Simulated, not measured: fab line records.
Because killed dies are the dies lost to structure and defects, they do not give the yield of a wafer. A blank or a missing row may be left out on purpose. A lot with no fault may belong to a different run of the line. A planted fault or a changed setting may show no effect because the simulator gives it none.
A lot that was struck, set against a sound lot + flow nand-harc + 15 out of 1159 route steps
Sound: the wafers L579.1, L579.2, L579.4. Wafers struck: L568.2, L568.5, L568.6. At the end, the cause is stated.
Each step with rows lists, per side, the tool, then ch with its chambers, then its first start. Under that, the readings that differ: sound wafers + struck wafers + difference of the means + sigmas: that difference in standard deviations of wafers without a fault.
alike: readings whose means differ by less than 2 such deviations, and words and numbers that are the same on both sides. not compared: withheld readings, readings that some wafer has no value for, bounds like >300 that may hide the same value, and numbers for which the record gives no deviation and whose values overlap.
A row with sigmas, a row that says differs or no value, or rows on one side alone: a step with any of these is where the two part. Numbers that don't overlap but have no deviation are shown without sigmas and don't part them. Lack of a reading on every wafer of one side parts them only where that side has two or more wafers.

first, 8 steps without rows for these wafers: NHARC_THIN_TSV_DEHYDRATE_25 (time 120 s); NHARC_THIN_TSV_HMDS_26 (time 30 s); NHARC_THIN_TSV_COAT_27; NHARC_THIN_TSV_SOFTBAKE_28 (time 95 s); NHARC_THIN_TSV_EBR_29; NHARC_THIN_TSV_EXPOSE_30 (exposes mask PAD); NHARC_THIN_TSV_PEB_31 (peb time 85 s); NHARC_THIN_TSV_DEVELOP_32 (time 70 s).
NHARC_THIN_TSV_CD_MEAS_33 targets a cd of 5000 nm.
  sound on cd-sem-02 ch 0, day 22 18:53; struck on cd-sem-03 ch 0, day 19 14:06
  alike: cd-nm
then, 1 step without rows for these wafers: NHARC_THIN_TSV_HARDBAKE_34 (time 80 s).
NHARC_THIN_TSV_DESCUM_35: chemistry O2, time 3 s.
  sound on rie-diel-13 ch 0,1,3, day 22 19:03; struck on rie-diel-04 ch 1,2, day 19 14:16
  alike: drypump-motor-current-A, oes-product-au, rf-vpp-V, showerhead-plenum-p-Torr, throttle-valve-pct
  not compared: rf-hours-counter-h
NHARC_THIN_TSV_ETCH_59: etches the open film in Cl2/BCl3, target depth 880 nm, time 138.1 s.
  sound on rie-metal-03 ch 0,1, day 22 19:11; struck on rie-metal-03 ch 0,1, day 19 14:25
  alike: bcl3-flow-sccm, bias-w, drypump-motor-current-A, oes-product-au, throttle-valve-pct
  not compared: rf-hours-counter-h
NHARC_THIN_TSV_ETCH_36: etches the open film in Cl2/BCl3, target depth 65 nm, time 18.571 s.
  sound on rie-metal-03 ch 0,1, day 22 19:26; struck on rie-metal-03 ch 0,1, day 19 14:39
  no value came back on the struck wafers for chamber-pressure-mTorr (mTorr), drypump-motor-current-A (A), oes-product-au (a.u.); on the sound wafers chamber-pressure-mTorr (mTorr) reads 9.990 9.999 10.012
  not compared: rf-hours-counter-h
NHARC_THIN_TSV_STRIP_56: strips in O2.
  sound on plasma-asher-02 ch 0,1, day 22 19:32; struck on plasma-asher-02 ch 0,1, day 19 14:47
  alike: drypump-motor-current-A, heater-power-w, temp-c
  not compared: rf-hours-counter-h
NHARC_END_SORT_01:
  sound on prober-02 ch 0, day 23 02:50; struck on prober-02 ch 0, day 20 07:08
| reading                  | sound          | struck         | difference | sigmas      |
|--------------------------|----------------|----------------|------------|-------------|
| defect-limited-yield (%) | 97.8 98.1 97.8 | 0 0 0          | -98        | -70         |
| killed-at-other          | 0 0 1          | 661 650 656    | +655       | +99 or more |
| killed-dies              | 15 13 15       | 677 677 677    | +663       | +73         |
| sort_bin_2_pct (%)       | 0.7 0.4 0.6    | 98.7 97.5 97.8 | +97.4      | +99 or more |
| sort-n-pass              | 662 664 662    | 0 0 0          | -663       | -73         |
| sort-rim-yield-pct (%)   | 97.2 93.4 98.1 | 0 0 0          | -96        | -32         |
| sort-yield-pct (%)       | 97.8 98.1 97.8 | 0 0 0          | -98        | -70         |
  alike: killed-at-array, killed-at-periphery, killed-open, killed-short, sort_bin_3_pct, sort_bin_4_pct

WHERE THEY PART
Last at NHARC_END_SORT_01 as far as this record goes, first at NHARC_THIN_TSV_ETCH_36.

WHY: the cause the simulator had injected
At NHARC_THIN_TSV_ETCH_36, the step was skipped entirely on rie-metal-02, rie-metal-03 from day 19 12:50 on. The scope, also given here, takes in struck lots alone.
